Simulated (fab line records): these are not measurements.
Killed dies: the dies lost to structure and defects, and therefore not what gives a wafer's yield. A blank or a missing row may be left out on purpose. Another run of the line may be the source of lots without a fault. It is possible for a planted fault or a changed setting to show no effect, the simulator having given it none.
Which tool is to blame? :: flow nand-harc :: 6 lots, 17 wafers sampled, at 5 steps of a route of 1159

== WHAT EACH GAUGE READ, for each wafer ==
NHARC_END_SORT_01.
lot: L824
measured: day 24 16:26
on: prober-02
killed-at-array: 16 25 18

lot: L823
measured: day 25 08:05
on: prober-02
killed-at-array: 11 14 9

lot: L827
measured: day 25 21:56
on: prober-01
killed-at-array: 26 29 24

lot: L835
measured: day 26 18:39
on: prober-01
killed-at-array: 671 39

lot: L839
measured: day 27 14:41
on: prober-02
killed-at-array: 16 17 15

lot: L841
measured: day 27 22:31
on: prober-02
killed-at-array: 32 25 26

== TOOL THAT RAN EACH LOT (tool first, then ch and the chambers of the sampled wafers, then the start) ==
lot: L824
NHARC_A_STAIRCASE_DESCUM_11: rie-diel-04 ch 1,3, day 13 11:07
NHARC_A_STAIRCASE_ETCH_15: rie-diel-04 ch 1,3, day 13 14:07 or earlier
NHARC_A_STAIRCASE_TRIM_26: rie-diel-04 ch 0,1, day 13 14:07
NHARC_A_STAIRCASE_DESCUM_186: rie-diel-05 ch 0,3, day 13 15:59

lot: L823
NHARC_A_STAIRCASE_DESCUM_11: rie-diel-11 ch 1,3, day 13 18:44
NHARC_A_STAIRCASE_ETCH_15: rie-diel-11 ch 1,3, day 13 21:16 or earlier
NHARC_A_STAIRCASE_TRIM_26: rie-diel-05 ch 1,2,3, day 13 21:16
NHARC_A_STAIRCASE_DESCUM_186: rie-diel-11 ch 2,3, day 13 23:06

lot: L827
NHARC_A_STAIRCASE_DESCUM_11: rie-diel-05 ch 0,1,3, day 14 00:02
NHARC_A_STAIRCASE_ETCH_15: rie-diel-05 ch 0,2,3, day 14 03:13 or earlier
NHARC_A_STAIRCASE_TRIM_26: rie-diel-05 ch 0,2,3, day 14 03:13
NHARC_A_STAIRCASE_DESCUM_186: rie-diel-05 ch 1,2,3, day 14 05:04

lot: L835
NHARC_A_STAIRCASE_DESCUM_11: rie-diel-11 ch 2,3, day 14 19:14
NHARC_A_STAIRCASE_ETCH_15: rie-diel-11 ch 0,3, day 14 22:30 or earlier
NHARC_A_STAIRCASE_TRIM_26: rie-diel-04 ch 0,1, day 14 22:30
NHARC_A_STAIRCASE_DESCUM_186: rie-diel-04 ch 0,1, day 15 03:12

lot: L839
NHARC_A_STAIRCASE_DESCUM_11: rie-diel-04 ch 1,3, day 14 23:25
NHARC_A_STAIRCASE_ETCH_15: rie-diel-04 ch 1,2,3, day 15 02:46 or earlier
NHARC_A_STAIRCASE_TRIM_26: rie-diel-11 ch 0,3, day 15 02:46
NHARC_A_STAIRCASE_DESCUM_186: rie-diel-11 ch 0,1, day 15 05:30

lot: L841
NHARC_A_STAIRCASE_DESCUM_11: rie-diel-04 ch 0,1,2, day 15 14:37
NHARC_A_STAIRCASE_ETCH_15: rie-diel-04 ch 0,2, day 15 16:55 or earlier
NHARC_A_STAIRCASE_TRIM_26: rie-diel-11 ch 1,2, day 15 16:55
NHARC_A_STAIRCASE_DESCUM_186: rie-diel-04 ch 0,2,3, day 15 18:54
- NHARC_A_STAIRCASE_DESCUM_11: chemistry O2, time 3 s.
- NHARC_A_STAIRCASE_ETCH_15: etches the open film in C4F8/O2, target depth 100 nm, time 40.5 s.
- NHARC_A_STAIRCASE_TRIM_26: chemistry O2, time 211.2 s.
- NHARC_A_STAIRCASE_DESCUM_186: chemistry O2, time 3 s.

== THE ANSWER, worked out from the rows above alone ==
Rule: what is usual is taken from the lots themselves. The widest of any qualifying gaps counts: lots, ordered by their means at a reading, are off when they make up no more than a third of the lots, leave a main group of 4 or more, and stand apart from it by 3 or more times the standard deviation of that group's means. A main group is skipped when, at the precision printed for the reading in the tables above, its means are all equal. A lot without any number at a reading at which 4 lots or more have one is off too. All remaining lots with rows at the step are treated as sound.
Off: L835 (NHARC_END_SORT_01, killed-at-array). The main group has a mean of 20 with a standard deviation of 6.2.
If a tool, at a process step before that reading, ran all the lots that are off and no sound lot after the first of them, it fits. Gauges at NHARC_END_SORT_01: tried the same way as those tools. Because NHARC_A_STAIRCASE_ETCH_15 lacks a start for some lots, the hours and order of its lots are taken from NHARC_A_STAIRCASE_TRIM_26. Can't be told from this: 3 tools fit, rie-diel-11 at NHARC_A_STAIRCASE_DESCUM_11 and NHARC_A_STAIRCASE_ETCH_15, rie-diel-04 at NHARC_A_STAIRCASE_TRIM_26, prober-01 at NHARC_END_SORT_01.

== WHAT HAD BEEN PUT IN BY THE SIMULATOR ==
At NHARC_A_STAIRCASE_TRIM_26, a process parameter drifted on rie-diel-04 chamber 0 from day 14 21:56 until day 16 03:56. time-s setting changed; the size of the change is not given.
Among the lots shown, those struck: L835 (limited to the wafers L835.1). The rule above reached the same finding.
